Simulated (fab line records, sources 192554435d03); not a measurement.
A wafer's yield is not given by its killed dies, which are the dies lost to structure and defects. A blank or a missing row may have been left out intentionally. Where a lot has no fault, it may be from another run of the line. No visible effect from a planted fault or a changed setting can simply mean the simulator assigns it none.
Lot-split experiment | flow n5_finfet | 21 wafers read across 7 lots, on a route 1938 steps long

== ABOUT THE SPLIT ==
At N5_BEOL_M12_COAT_66 (time 60 s, resist thk 110 nm), the setting spin_rpm was moved away from the recipe's 1500 rpm on 5 of the 21 wafers read, by -10.5% to -5.7%. For the rest of the wafers, this setting stayed at what the recipe calls for.

== FROM THE SPLIT TO THE READING: what the file shows between them, 4 steps ==
- N5_BEOL_M12_COAT_22: resist thk 300 nm (also split here: spin_rpm)
- N5_BEOL_M12_EBR_24
- N5_BEOL_M12_SOFTBAKE_23: time 60 s
- N5_BEOL_M12_DESCUM_33: chemistry O2, time 7.9 s

== THE READING ==
etch.depth_nm (the simulator's own value, which no gauge read), in nm, at N5_BEOL_M12_ETCH_67 (etches SiARC in CF4, target depth 143 nm, time 238.3 s). No usual value for it is given in the file. Here, 16 wafers ran the recipe; their average is 110.0 nm with a standard deviation of 0.22 nm.

wafer  | tool, chamber at the split | spin_rpm as run, rpm | against the recipe | etch.depth_nm, nm | against lot-mates on the recipe
L076.2 | litho_track-03, 0          | 1500                 | recipe             | 110.2             | -
L076.4 | litho_track-03, 0          | 1415                 | -5.7%              | 113.5             | +3.5
L076.5 | litho_track-03, 0          | 1500                 | recipe             | 109.7             | -
L086.1 | litho_track-05, 0          | 1500                 | recipe             | 109.7             | -
L086.5 | litho_track-05, 0          | 1500                 | recipe             | 109.8             | -
L086.6 | litho_track-05, 0          | 1343                 | -10.5%             | 115.8             | +6.0
L085.1 | litho_track-05, 0          | 1500                 | recipe             | 110.2             | -
L085.2 | litho_track-05, 0          | 1500                 | recipe             | 109.9             | -
L085.4 | litho_track-05, 0          | 1500                 | recipe             | 110               | -
L087.1 | litho_track-04, 0          | 1500                 | recipe             | 110               | -
L087.4 | litho_track-04, 0          | 1392                 | -7.2%              | 113.9             | +3.9
L087.6 | litho_track-04, 0          | 1500                 | recipe             | 110               | -
L091.2 | litho_track-03, 0          | 1500                 | recipe             | 110.3             | -
L091.3 | litho_track-03, 0          | 1500                 | recipe             | 109.9             | -
L091.4 | litho_track-03, 0          | 1500                 | recipe             | 109.9             | -
L095.1 | litho_track-05, 0          | 1500                 | recipe             | 110.4             | -
L095.3 | litho_track-05, 0          | 1500                 | recipe             | 110.2             | -
L095.4 | litho_track-05, 0          | 1500                 | recipe             | 110.2             | -
L096.2 | litho_track-03, 0          | 1355                 | -9.7%              | 115.7             | +6.0
L096.3 | litho_track-03, 0          | 1500                 | recipe             | 109.7             | -
L096.5 | litho_track-03, 0          | 1355                 | -9.7%              | 115.6             | +5.9

FIT RESULTS
A straight line over all 21 wafers: etch.depth_nm changes by -0.572 nm for each +1% of spin_rpm; r = -1.00; the points scatter about the line by 0.22 nm.
The same after taking each lot's own level away (the mean of its wafers on the recipe; 21 wafers): -0.596 nm for each +1%; r = -1.00; scatter 0.18 nm.
On that fit, the largest move of spin_rpm shifts the reading by 6.2 nm.
The span of the lots' own levels, 109.70 to 110.27 nm, comes to 2.6 times the standard deviation stated above.
Consequently the slope shifts little with the lot-to-lot level, the two slopes agreeing.
Check: with one of the wafers moved furthest among these (-10.5%) left out of the fit, the line predicts +6.31 nm for it against its lot-mates. It came out at +6.05 nm against them.

== ADDITIONAL SPLITS CARRIED BY THESE WAFERS ==
Other splits were also applied to these wafers ahead of the reading. Each is held against what the fit with the lots' levels taken away leaves over:
other split on the same wafers | wafers away from the commonest value | r with etch.depth_nm (lot level and that fit taken away)
N5_BEOL_M7_EXPOSE_25 dose_mj   | 6                                    | +0.29
N5_BEOL_M9_ILD_DEP_00 time_s   | 6                                    | +0.15
N5_BEOL_M9_DEP_56 time_s       | 5                                    | +0.20
N5_BEOL_M12_COAT_22 spin_rpm   | 5                                    | +0.06

== THE WHOLE CHAIN: every reading that the file lists as answering this split, in the file's order ==
step                | what it does                                           | reading                                                                           | change (the file's fit)               | r (the file's)
N5_BEOL_M12_COAT_66 | time 60 s, resist thk 110 nm                           | SiARC_of_BEOL_M12_COAT_66.thk_nm (the simulator's own value, which no gauge read) | -0.582 nm for each +1% of the setting | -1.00
N5_BEOL_M12_ETCH_67 | etches SiARC in CF4, target depth 143 nm, time 238.3 s | etch.depth_nm (the simulator's own value, which no gauge read)                    | -0.588 nm for each +1% of the setting | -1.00

== THE FILE'S OWN FIT ==
etch.depth_nm changes by -0.588 nm for each +1% of spin_rpm, r = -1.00.
